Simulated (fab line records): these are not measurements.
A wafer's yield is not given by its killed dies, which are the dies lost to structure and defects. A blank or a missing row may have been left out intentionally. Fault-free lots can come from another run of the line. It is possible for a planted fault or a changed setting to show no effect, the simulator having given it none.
fab line records	flow nandHarc
record: lots: 6	wafers: 18	lastDay: 34
route steps=1302 shown A_STAIRCASE@727 END@1302
lots that met no fault: from a run of the same line without faults
startH: hours from the record's first day to the start of the lot's first wafer shown	waitH: how many hours have passed since the lot's step before this one	" the same as in the row above	L1.1+2: one row covering several wafers at once	- either no value or no given start	* or withheld: withheld	< > ~ a bound
route shown NAME@n: NAME is a module with steps in the file, n the number in the route of the first one	usual: mean/standard deviation taken from wafers without a fault	same: alike in all rows	chamber/n: place in a boat	sites: per-site readings	_std_site: how widely they spread, as a standard deviation	_edge_site: inner sites' mean taken away from outer sites' mean	radiusMm: for every site, how far away it sits from the centre of the wafer	mask NAME#n: copy n	behind: tool/chamber where the wafer was last shaped	hold: the reason the lot was held/the length of the hold in hours/how it ended	device: the transistor (n, p or np) that didn't switch	end of line: the same wafers' tests at the end of the route	for a step that has no rows: nothing shown but its recipe	killed: count of dies lost to structure and defects at first sort (not the wafer's yield)	map: a wafer's dies, marking killed ones x, the rest . and places with no die _
set.NAME: setting as actually run; set.NAME@STEP: the setting as run at that earlier step	model.NAME: the simulator's own value behind a step, which no gauge read
a table for each step, a row for each wafer; lots at some steps of the route
services: a tool's chamber out of use, with start hour (startH, from the record's first day; less than 0 if before it), hours out, and reason
== steps ==
step: NHARC_A_STAIRCASE_EBR_213
step: NHARC_A_STAIRCASE_EXPOSE_214
recipe: na: 0.5	doseMj: 31.26	maskId: STAIR_3
step: NHARC_A_STAIRCASE_PEB_215
recipe: pebTempC: 115	pebTimeS: 130
step: NHARC_A_STAIRCASE_DEVELOP_216
recipe: timeS: 140
step: NHARC_A_STAIRCASE_HARDBAKE_218
recipe: tempC: 120	timeS: 140
step: NHARC_A_STAIRCASE_DESCUM_219
recipe: timeS: 3	o2FlowSccm: 200	arFlowSccm: 0	biasPowerW: 0	chemistry: O2
step: NHARC_A_STAIRCASE_TRIM_220
recipe: timeS: 211.2	o2FlowSccm: 500	arFlowSccm: 0	biasW: 0	chemistry: O2
usual: drypumpMotorCurrentA: 5.6/0.38	oesProductAu: 0.999/0.0091	rfVppV: 57.6/1	showerheadPlenumPTorr: 3.49/0.15	throttleValvePct: 17.036/0.0085
same: timeS: 211.2
lot.wafer	tool	chamber	startH	waitH	drypumpMotorCurrentA	oesProductAu	rfHoursCounterH	rfVppV	showerheadPlenumPTorr	throttleValvePct
L541.4	rieDiel-05	1	370.84	0.1	5.3	1.012	45	55.2	3.37	17.027
L541.3	"	2	"	"	6.5	0.995	49	57.9	3.30	17.023
L541.6	"	3	"	"	5.2	1.015	-	58.2	3.63	17.034
L553.2	rieDiel-13	1	494.32	0.1	5.6	0.988	52	57.4	3.40	17.038
L553.4	"	2	"	"	5.6	1.007	39	56.1	3.46	17.035
L553.5	"	2	"	"	5.6	1.015	-	58.4	3.46	17.038
L555.4	rieDiel-13	2	508.13	0.1	5.6	0.995	42	58.0	3.46	17.045
L555.3	"	0	"	"	5.3	0.984	54	57.7	3.31	17.034
L555.1	"	1	"	"	5.5	0.988	55	57.5	3.40	17.024
L560.3	rieDiel-05	1	565.86	0.1	5.3	0.994	45	55.7	3.34	17.037
L560.2	"	3	"	"	5.2	0.994	41	59.2	3.60	17.052
L560.6	"	1	"	"	5.3	1.005	-	60.4	3.34	17.033
L562.2	rieDiel-01	3	585.27	0.1	5.1	1.007	6	57.5	3.46	17.049
L562.6	"	3	"	"	5.1	1.005	-	58.5	3.46	17.044
L562.5	"	0	"	"	5.4	0.999	-	56.3	3.52	17.051
L563.4	rieDiel-13	0	601.38	0.6	5.3	0.992	32	56.7	3.29	17.027
L563.3	"	2	"	"	5.7	1.010	28	57.6	3.45	17.032
L563.6	"	3	"	"	5.7	1.007	-	58.3	3.43	17.034
step: NHARC_A_STAIRCASE_ETCH_221
recipe: targetDepthA: 1000	timeS: 40.5	ionEnergyEv: 400	c4f8FlowSccm: 20	o2FlowSccm: 10	arFlowSccm: withheld	rfW: 600	biasW: 1000	chemistry: C4F8/O2
usual: oesProductAu: 0.942/0.014	rfVppV: 894/5.7
same: timeS: 40.5
lot.wafer	tool	chamber	startH	waitH	oesProductAu	rfHoursCounterH	rfVppV
L541.4	rieDiel-05	2	-	-	0.954	49	888
L541.3	"	0	"	"	0.942	39	905
L541.6	"	3	"	"	0.956	-	899
L553.2	rieDiel-13	0	-	-	0.942	53	887
L553.4	"	3	"	"	0.956	45	891
L553.5	"	1	"	"	0.940	-	891
L555.4	rieDiel-13	0	-	-	0.926	54	888
L555.3	"	1	"	"	0.957	55	893
L555.1	"	2	"	"	0.954	42	894
L560.2	rieDiel-05	3	-	-	0.954	41	898
L560.3	"	0	"	"	0.955	44	905
L560.6	"	2	"	"	0.933	-	886
L562.2	rieDiel-01	1	-	-	0.971	8	903
L562.6	"	3	"	"	0.939	-	894
L562.5	"	0	"	"	0.952	-	897
L563.4	rieDiel-13	2	-	-	0.940	28	894
L563.3	"	0	"	"	0.938	32	887
L563.6	"	2	"	"	0.941	-	894
step: NHARC_A_STAIRCASE_TRIM_222
recipe: timeS: 211.2	o2FlowSccm: 500	arFlowSccm: 0	biasW: 0	chemistry: O2
usual: drypumpMotorCurrentA: 5.6/0.37	oesProductAu: 1.002/0.0092	rfVppV: 57.7/0.92	showerheadPlenumPTorr: 3.50/0.16	throttleValvePct: 17.037/0.0087
same: timeS: 211.2
lot.wafer	tool	chamber	startH	waitH	drypumpMotorCurrentA	oesProductAu	rfHoursCounterH	rfVppV	showerheadPlenumPTorr	throttleValvePct
L541.4	rieDiel-05	2	-	-	6.5	0.991	49	57.7	3.31	17.038
L541.3	"	3	"	"	5.2	1.008	47	58.5	3.63	17.046
L541.6	"	1	"	"	5.3	1.015	-	57.5	3.37	17.034
L553.4	rieDiel-13	3	-	-	5.7	1.003	45	57.9	3.45	17.042
L553.2	"	1	"	"	5.5	0.989	53	57.7	3.40	17.036
L553.5	"	2	"	"	5.6	1.007	-	59.0	3.46	17.023
L555.3	rieDiel-13	2	-	-	5.6	0.988	42	58.1	3.46	17.029
L555.1	"	3	"	"	5.7	0.994	48	57.6	3.45	17.041
L555.4	"	0	"	"	5.3	0.980	54	57.5	3.31	17.034
L560.3	rieDiel-05	1	-	-	5.3	1.009	46	58.3	3.34	17.041
L560.2	"	3	"	"	5.2	1.008	41	59.6	3.60	17.020
L560.6	"	0	"	"	5.6	1.015	-	58.7	3.75	17.030
L562.2	rieDiel-01	2	-	-	5.9	1.007	6	59.1	3.72	17.037
L562.6	"	1	"	"	6.3	1.002	-	58.2	3.72	17.040
L562.5	"	2	"	"	5.9	1.009	-	58.4	3.72	17.037
L563.4	rieDiel-13	0	-	-	5.3	1.000	32	56.8	3.29	17.035
L563.3	"	2	"	"	5.6	1.008	28	57.8	3.45	17.030
L563.6	"	0	"	"	5.3	1.005	-	56.3	3.29	17.034
step: NHARC_A_STAIRCASE_ETCH_223
recipe: targetDepthA: 1000	timeS: 40.5	ionEnergyEv: 400	c4f8FlowSccm: 20	o2FlowSccm: 10	arFlowSccm: withheld	rfW: 600	biasW: 1000	chemistry: C4F8/O2
step: NHARC_A_STAIRCASE_TRIM_224
recipe: timeS: 211.2	o2FlowSccm: 500	arFlowSccm: 0	biasW: 0	chemistry: O2
usual: drypumpMotorCurrentA: 5.6/0.36	oesProductAu: 1.002/0.0086	rfVppV: 57.7/0.88	showerheadPlenumPTorr: 3.50/0.16	throttleValvePct: 17.036/0.0095
same: timeS: 211.2
lot.wafer	tool	chamber	startH	waitH	drypumpMotorCurrentA	oesProductAu	rfHoursCounterH	rfVppV	showerheadPlenumPTorr	throttleValvePct
L541.3	rieDiel-05	0	-	-	5.6	0.999	40	59.3	3.78	17.046
L541.4	"	3	"	"	5.2	1.007	47	57.6	3.63	17.038
L541.6	"	0	"	"	5.6	1.013	-	58.6	3.78	17.047
L553.4	rieDiel-13	0	-	-	5.3	1.000	53	57.5	3.31	17.023
L553.2	"	1	"	"	5.6	1.009	53	58.3	3.40	17.051
L553.5	"	1	"	"	5.6	1.001	-	58.6	3.40	17.051
L555.1	rieDiel-13	2	-	-	5.7	0.997	42	57.3	3.46	17.039
L555.4	"	3	"	"	5.7	0.986	48	58.7	3.45	17.050
L555.3	"	0	"	"	5.3	0.976	54	56.7	3.31	17.025
L560.2	rieDiel-05	1	-	-	5.3	1.010	46	57.2	3.34	17.046
L560.3	"	3	"	"	5.2	1.009	41	57.8	3.60	17.049
L560.6	"	1	"	"	5.3	1.007	-	57.2	3.34	17.057
L562.2	rieDiel-01	2	-	-	6.0	1.004	6	58.8	3.72	17.041
L562.6	"	2	"	"	6.0	0.995	-	56.6	3.72	17.016
L562.5	"	3	"	"	5.1	0.995	-	57.8	3.46	17.033
L563.4	rieDiel-13	0	-	-	5.3	0.997	32	57.8	3.29	17.036
L563.3	"	3	"	"	5.7	1.002	32	57.6	3.43	17.035
L563.6	"	0	"	"	5.3	0.996	-	57.5	3.29	17.032
step: NHARC_A_STAIRCASE_ETCH_225
recipe: targetDepthA: 1000	timeS: 40.5	ionEnergyEv: 400	c4f8FlowSccm: 20	o2FlowSccm: 10	arFlowSccm: withheld	rfW: 600	biasW: 1000	chemistry: C4F8/O2
usual: oesProductAu: 0.944/0.01	rfVppV: 894/5.5
same: timeS: 40.5
lot.wafer	tool	chamber	startH	waitH	oesProductAu	rfHoursCounterH	rfVppV
L541.3	rieDiel-05	2	371.49	-	0.936	49	888
L541.4	"	0	"	"	0.939	40	905
L541.6	"	2	"	"	0.940	-	888
L553.2	rieDiel-13	0	494.93	-	1.252	53	889
L553.4	"	2	"	"	1.260	39	894
L553.5	"	0	"	"	1.248	-	886
L555.3	rieDiel-13	0	508.76	-	1.262	54	889
L555.4	"	1	"	"	1.279	56	891
L555.1	"	2	"	"	1.251	42	894
L560.2	rieDiel-05	0	566.59	-	0.942	44	902
L560.3	"	1	"	"	0.938	46	888
L560.6	"	3	"	"	0.945	-	898
L562.2	rieDiel-01	1	585.90	-	0.953	8	903
L562.6	"	2	"	"	0.935	-	902
L562.5	"	3	"	"	0.937	-	893
L563.4	rieDiel-13	3	602.08	-	0.946	32	892
L563.3	"	0	"	"	0.934	32	888
L563.6	"	3	"	"	0.947	-	892
step: NHARC_A_STAIRCASE_TRIM_226
recipe: timeS: 211.2	o2FlowSccm: 500	arFlowSccm: 0	biasW: 0	chemistry: O2
usual: drypumpMotorCurrentA: 5.6/0.38	oesProductAu: 1.001/0.009	rfVppV: 57.8/0.87	showerheadPlenumPTorr: 3.49/0.16	throttleValvePct: 17.037/0.009
same: timeS: 211.2
lot.wafer	tool	chamber	startH	waitH	drypumpMotorCurrentA	oesProductAu	rfHoursCounterH	rfVppV	showerheadPlenumPTorr	throttleValvePct
L541.3	rieDiel-05	2	-	-	6.5	1.009	49	57.2	3.31	17.027
L541.4	"	0	"	"	5.6	1.022	40	58.5	3.78	17.041
L541.6	"	2	"	"	6.5	0.998	-	57.0	3.31	17.044
L553.4	rieDiel-13	2	-	-	5.7	1.006	39	57.3	3.46	17.035
L553.2	"	3	"	"	5.7	1.004	46	57.7	3.45	17.043
L553.5	"	1	"	"	5.5	0.997	-	56.8	3.40	17.028
L555.4	rieDiel-13	1	-	-	5.6	0.998	56	57.8	3.40	17.044
L555.3	"	2	"	"	5.7	1.014	42	58.2	3.46	17.034
L555.1	"	3	"	"	5.7	1.007	48	60.2	3.45	17.034
L560.3	rieDiel-05	3	-	-	5.2	1.001	41	56.1	3.60	17.041
L560.2	"	1	"	"	5.3	0.992	46	57.9	3.34	17.027
L560.6	"	0	"	"	5.6	1.003	-	59.2	3.75	17.020
L562.2	rieDiel-01	3	-	-	5.1	1.001	6	59.1	3.46	17.040
L562.6	"	1	"	"	6.2	1.015	-	56.6	3.72	17.039
L562.5	"	2	"	"	5.9	1.004	-	57.6	3.72	17.041
L563.4	rieDiel-13	1	-	-	5.5	1.005	28	58.4	3.38	17.039
L563.3	"	3	"	"	5.7	1.020	32	57.9	3.43	17.027
L563.6	"	2	"	"	5.7	1.012	-	56.6	3.45	17.047
step: NHARC_END_SORT_01
recipe: tempC: 25
usual: killedAtArray: 59/24	killedAtOther: 0.7/1.2	killedAtPeriphery: 3.5/2.6	killedDies: 63/24	killedOpen: 3.2/2.1	killedShort: 2.4/1.5
same: grossDies: 677
lot.wafer	tool	chamber	startH	waitH	hold	killedAtArray	killedAtOther	killedAtPeriphery	killedDies	killedOpen	killedShort
L541.3	prober-02	0	572.09	3.1	-	67	1	12	80	3	3
L541.4	prober-02	0	572.90	3.4	-	55	1	9	65	0	2
L541.6	prober-02	0	574.52	4.0	-	56	2	9	67	0	2
L553.2	prober-02	0	693.81	2.8	awaitDispo/6.6h/scrap	671	1	5	677	4	2
L553.4	prober-02	0	695.43	3.5	awaitDispo/6.6h/scrap	675	0	2	677	2	2
L553.5	prober-02	0	696.25	3.8	awaitDispo/6.6h/scrap	670	2	5	677	1	1
L555.1	prober-01	0	707.84	2.5	awaitDispo/3.4h/scrap	670	0	7	677	2	4
L555.3	prober-01	0	709.46	3.1	awaitDispo/3.4h/scrap	669	0	8	677	5	3
L555.4	prober-01	0	710.27	3.4	awaitDispo/3.4h/scrap	674	0	3	677	1	3
L560.2	prober-02	0	775.20	2.8	-	74	0	4	78	1	0
L560.3	prober-02	0	776.01	3.1	-	84	0	4	88	8	4
L560.6	prober-02	0	778.42	4.0	-	67	0	1	68	2	3
L562.2	prober-01	0	790.91	2.8	-	69	0	3	72	1	5
L562.5	prober-01	0	793.29	3.7	-	59	1	4	64	1	2
L562.6	prober-01	0	794.08	4.0	-	66	0	8	74	2	2
L563.3	prober-02	0	805.15	3.1	-	67	2	3	72	6	4
L563.4	prober-02	0	805.96	3.4	-	50	0	0	50	3	2
L563.6	prober-02	0	807.58	4.0	-	53	0	1	54	4	2
killed by level:class
L541.3 A_CHANNEL_HOLE_D1:chamberFilmFlake=35 A_WL_FILL:chamberFilmFlake=9 A_CHANNEL_HOLE_D2:chamberFilmFlake=6 P_GATE:chamberFilmFlake=5 P_CONTACT:chamberFilmFlake=4 A_CONTACT:chamberFilmFlake=4 A_SGD_CUT:chamberFilmFlake=3 A_WL_FILL:geometricParticle:short=2
L541.4 A_CHANNEL_HOLE_D1:chamberFilmFlake=30 A_CHANNEL_HOLE_D2:chamberFilmFlake=8 P_GATE:chamberFilmFlake=5 A_WL_FILL:chamberFilmFlake=4 A_CONTACT:unspecified=3 A_SGD_CUT:chamberFilmFlake=3 A_WL_FILL:geometricParticle:short=2 P_CONTACT:chamberFilmFlake=2
L541.6 A_CHANNEL_HOLE_D1:chamberFilmFlake=34 A_CHANNEL_HOLE_D2:chamberFilmFlake=9 P_CONTACT:chamberFilmFlake=5 A_WL_FILL:chamberFilmFlake=5 P_GATE:chamberFilmFlake=3 A_STAIRCASE:chamberFilmFlake=2 A_CONTACT:unspecified=2 THIN_TSV:chamberFilmFlake=2
L553.2 A_STAIRCASE:areaEtch=644 A_CHANNEL_HOLE_D1:chamberFilmFlake=11 A_CONTACT:chamberFilmFlake=8 P_GATE:chamberFilmFlake=3 A_SLIT:chamberFilmFlake=3 A_SGD_CUT:geometricParticle:open=2 P_CONTACT:geometricParticle:open=1 A_CONTACT:geometricParticle:open=1
L553.4 A_STAIRCASE:areaEtch=643 A_CHANNEL_HOLE_D1:chamberFilmFlake=12 A_CONTACT:chamberFilmFlake=10 A_SLIT:chamberFilmFlake=3 P_GATE:chamberFilmFlake=2 A_STAIRCASE:chamberFilmFlake=2 A_ONON_D1:geometricParticle:open=1 A_ONON_D1:geometricParticle:short=1
L553.5 A_STAIRCASE:areaEtch=643 A_CONTACT:chamberFilmFlake=10 A_CHANNEL_HOLE_D1:chamberFilmFlake=9 A_STAIRCASE:chamberFilmFlake=3 P_GATE:chamberFilmFlake=2 A_SLIT:chamberFilmFlake=2 THIN_TSV:chamberFilmFlake=2 A_ONON_D2:geometricParticle:open=1
L555.1 A_STAIRCASE:areaEtch=621 A_CHANNEL_HOLE_D2:chamberFilmFlake=24 A_CONTACT:chamberFilmFlake=9 A_SLIT:chamberFilmFlake=4 A_CHANNEL_HOLE_D1:chamberFilmFlake=3 A_ONON_D1:geometricParticle:short=2 P_STI:chamberFilmFlake=2 P_GATE:chamberFilmFlake=2
L555.3 A_STAIRCASE:areaEtch=632 A_CHANNEL_HOLE_D2:chamberFilmFlake=18 A_CHANNEL_HOLE_D1:chamberFilmFlake=4 P_GATE:chamberFilmFlake=3 A_ZERO_WELL:chamberFilmFlake=3 A_M0:geometricParticle:open=2 P_ZERO_WELL:chamberFilmFlake=2 A_SLIT:chamberFilmFlake=2
L555.4 A_STAIRCASE:areaEtch=621 A_CHANNEL_HOLE_D2:chamberFilmFlake=27 A_CONTACT:chamberFilmFlake=9 A_STAIRCASE:chamberFilmFlake=4 A_CHANNEL_HOLE_D1:chamberFilmFlake=3 A_SLIT:chamberFilmFlake=3 A_CHANNEL_HOLE_D1:geometricParticle:short=1 A_CHANNEL_FILL_D1:geometricParticle:short=1
L560.2 A_SLIT:chamberFilmFlake=28 A_CHANNEL_HOLE_D2:chamberFilmFlake=21 A_CHANNEL_HOLE_D1:chamberFilmFlake=13 A_STAIRCASE:chamberFilmFlake=5 P_GATE:chamberFilmFlake=4 A_CONTACT:chamberFilmFlake=3 A_M0:geometricParticle:open=1 A_ZERO_WELL:chamberFilmFlake=1
L560.3 A_SLIT:chamberFilmFlake=29 A_CHANNEL_HOLE_D2:chamberFilmFlake=23 A_CHANNEL_HOLE_D1:chamberFilmFlake=10 A_STAIRCASE:chamberFilmFlake=8 A_CONTACT:chamberFilmFlake=4 A_CHANNEL_FILL_D2:geometricParticle:short=2 P_STI:geometricParticle:open=1 P_CONTACT:geometricParticle:open=1
L560.6 A_SLIT:chamberFilmFlake=23 A_CHANNEL_HOLE_D2:chamberFilmFlake=20 A_CHANNEL_HOLE_D1:chamberFilmFlake=8 A_STAIRCASE:chamberFilmFlake=6 A_ZERO_WELL:chamberFilmFlake=2 A_WL_FILL:chamberFilmFlake=2 P_M2:geometricParticle:short=1 A_CHANNEL_FILL_D1:geometricParticle:short=1
L562.2 A_SLIT:chamberFilmFlake=23 A_CHANNEL_HOLE_D2:chamberFilmFlake=21 A_CHANNEL_HOLE_D1:chamberFilmFlake=12 A_CONTACT:chamberFilmFlake=6 A_WL_FILL:geometricParticle:short=2 P_GATE:geometricParticle:short=1 A_CHANNEL_HOLE_D2:geometricParticle:short=1 A_CHANNEL_FILL_D2:geometricParticle:short=1
L562.5 A_CHANNEL_HOLE_D1:chamberFilmFlake=18 A_SLIT:chamberFilmFlake=18 A_CHANNEL_HOLE_D2:chamberFilmFlake=18 P_STI:chamberFilmFlake=3 A_CONTACT:chamberFilmFlake=2 P_CONTACT:geometricParticle:short=1 A_ONON_D1:geometricParticle:open=1 A_WL_FILL:geometricParticle:short=1
L562.6 A_CHANNEL_HOLE_D2:chamberFilmFlake=22 A_SLIT:chamberFilmFlake=19 A_CHANNEL_HOLE_D1:chamberFilmFlake=14 A_CONTACT:chamberFilmFlake=5 P_STI:chamberFilmFlake=4 A_ONON_D1:geometricParticle:short=2 P_ZERO_WELL:chamberFilmFlake=2 A_CHANNEL_FILL_D2:chamberFilmFlake=2
L563.3 A_CHANNEL_HOLE_D2:chamberFilmFlake=35 A_SLIT:chamberFilmFlake=7 A_SGD_CUT:chamberFilmFlake=5 A_CHANNEL_HOLE_D1:chamberFilmFlake=3 A_CONTACT:chamberFilmFlake=3 A_ONON_D2:geometricParticle:short=2 A_SGD_CUT:geometricParticle:open=2 A_CHANNEL_FILL_D2:chamberFilmFlake=2
L563.4 A_CHANNEL_HOLE_D2:chamberFilmFlake=27 A_SLIT:chamberFilmFlake=9 A_SGD_CUT:chamberFilmFlake=3 A_CONTACT:chamberFilmFlake=3 A_SOURCE_PLATE:geometricParticle:open=2 A_CHANNEL_FILL_D1:chamberFilmFlake=2 A_CHANNEL_HOLE_D1:geometricParticle:open=1 A_DECK1_JOINT:geometricParticle:short=1
L563.6 A_CHANNEL_HOLE_D2:chamberFilmFlake=29 A_SLIT:chamberFilmFlake=10 A_CHANNEL_FILL_D1:chamberFilmFlake=2 A_SGD_CUT:chamberFilmFlake=2 P_M1:geometricParticle:open=1 A_CHANNEL_HOLE_D1:geometricParticle:short=1 A_CHANNEL_FILL_D2:geometricParticle:short=1 A_SGD_CUT:geometricParticle:open=1
map L553.2 (x killed, . not)
____________x____________
_________xxxxxxx_________
_______xxxxxxxxxxx_______
______xxxxxxxxxxxxx______
_____xxxxxxxxxxxxxxx_____
____xxxxxxxxxxxxxxxxx____
____xxxxxxxxxxxxxxxxx____
___xxxxxxxxxxxxxxxxxxx___
___xxxxxxxxxxxxxxxxxxx___
__xxxxxxxxxxxxxxxxxxxxx__
__xxxxxxxxxxxxxxxxxxxxx__
_xxxxxxxxxxxxxxxxxxxxxxx_
_xxxxxxxxxxxxxxxxxxxxxxx_
_xxxxxxxxxxxxxxxxxxxxxxx_
_xxxxxxxxxxxxxxxxxxxxxxx_
_xxxxxxxxxxxxxxxxxxxxxxx_
xxxxxxxxxxxxxxxxxxxxxxxxx
xxxxxxxxxxxxxxxxxxxxxxxxx
xxxxxxxxxxxxxxxxxxxxxxxxx
xxxxxxxxxxxxxxxxxxxxxxxxx
xxxxxxxxxxxxxxxxxxxxxxxxx
_xxxxxxxxxxxxxxxxxxxxxxx_
_xxxxxxxxxxxxxxxxxxxxxxx_
_xxxxxxxxxxxxxxxxxxxxxxx_
_xxxxxxxxxxxxxxxxxxxxxxx_
_xxxxxxxxxxxxxxxxxxxxxxx_
__xxxxxxxxxxxxxxxxxxxxx__
__xxxxxxxxxxxxxxxxxxxxx__
___xxxxxxxxxxxxxxxxxxx___
___xxxxxxxxxxxxxxxxxxx___
____xxxxxxxxxxxxxxxxx____
____xxxxxxxxxxxxxxxxx____
_____xxxxxxxxxxxxxxx_____
______xxxxxxxxxxxxx______
_______xxxxxxxxxxx_______
_________xxxxxxx_________
____________x____________
map L555.1 (x killed, . not)
____________x____________
_________xxxxxxx_________
_______xxxxxxxxxxx_______
______xxxxxxxxxxxxx______
_____xxxxxxxxxxxxxxx_____
____xxxxxxxxxxxxxxxxx____
____xxxxxxxxxxxxxxxxx____
___xxxxxxxxxxxxxxxxxxx___
___xxxxxxxxxxxxxxxxxxx___
__xxxxxxxxxxxxxxxxxxxxx__
__xxxxxxxxxxxxxxxxxxxxx__
_xxxxxxxxxxxxxxxxxxxxxxx_
_xxxxxxxxxxxxxxxxxxxxxxx_
_xxxxxxxxxxxxxxxxxxxxxxx_
_xxxxxxxxxxxxxxxxxxxxxxx_
_xxxxxxxxxxxxxxxxxxxxxxx_
xxxxxxxxxxxxxxxxxxxxxxxxx
xxxxxxxxxxxxxxxxxxxxxxxxx
xxxxxxxxxxxxxxxxxxxxxxxxx
xxxxxxxxxxxxxxxxxxxxxxxxx
xxxxxxxxxxxxxxxxxxxxxxxxx
_xxxxxxxxxxxxxxxxxxxxxxx_
_xxxxxxxxxxxxxxxxxxxxxxx_
_xxxxxxxxxxxxxxxxxxxxxxx_
_xxxxxxxxxxxxxxxxxxxxxxx_
_xxxxxxxxxxxxxxxxxxxxxxx_
__xxxxxxxxxxxxxxxxxxxxx__
__xxxxxxxxxxxxxxxxxxxxx__
___xxxxxxxxxxxxxxxxxxx___
___xxxxxxxxxxxxxxxxxxx___
____xxxxxxxxxxxxxxxxx____
____xxxxxxxxxxxxxxxxx____
_____xxxxxxxxxxxxxxx_____
______xxxxxxxxxxxxx______
_______xxxxxxxxxxx_______
_________xxxxxxx_________
____________x____________
== services ==
tool	chamber	startH	hours	kind
rieDiel-13	0	351.18	-	clean
rieDiel-13	0	351.18	-	consumableReplace:focusRing
rieDiel-13	1	351.18	-	clean
rieDiel-13	1	351.18	-	consumableReplace:focusRing
rieDiel-13	2	351.18	-	clean
rieDiel-13	3	351.18	-	clean
rieDiel-13	2	353.03	8.5	repair
rieDiel-13	3	356.16	5.9	repair
rieDiel-13	-	362.98	1.1	repair
rieDiel-01	1	370.55	30.6	repair
rieDiel-13	0	375.68	-	clean
rieDiel-13	1	375.68	-	clean
rieDiel-13	2	375.68	-	clean
rieDiel-01	-	380.95	9.0	pm
rieDiel-05	-	406.63	9.0	pm
rieDiel-01	-	431.97	0.4	repair
rieDiel-13	2	445.07	16.4	repair
rieDiel-01	3	452.02	15.6	repair
rieDiel-13	0	499.96	6.0	repair
rieDiel-05	3	519.22	5.4	repair
rieDiel-13	-	520.19	9.0	pm
rieDiel-01	-	557.95	9.0	pm
rieDiel-05	-	583.68	9.0	pm
rieDiel-01	3	587.32	13.6	repair
== key ==
firstSign: step: NHARC_A_STAIRCASE_ETCH_225	reading: oesProductAu	direction: up	sigmas: 31	usual: 0.944	struck: 1.259
effect: step: NHARC_END_SORT_01	reading: killedDies	direction: up	sigmas: 26	usual: 63	struck: 677
moreKillsBornAt: NHARC_A_STAIRCASE_ETCH_225@rieDiel-13: 3804
metAt NHARC_A_STAIRCASE_ETCH_225
struckWafers L553.2,L553.4,L553.5,L555.1,L555.3,L555.4
laterRowsLeftOut L553.2,L553.4,L553.5,L555.1,L555.3,L555.4
testerLeftOut L553,L555
fault: kind: processParameterDrift	tool: rieDiel-13	chamber: -	onsetH: 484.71	steps: NHARC_A_STAIRCASE_ETCH_225	channel: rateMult	offset: 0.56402	shape: step	endH: 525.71
testerLeftOut: of these lots the tester's yield and bins aren't shown, on N5 and GAA mostly nor the transistor test; their killed dies are dies lost to structure and defects alone, not to doping, threshold or leakage, so they don't give the yield
laterRowsLeftOut: the simulator's readings of these wafers behind a module that went badly wrong aren't trusted and aren't shown, but for the sort
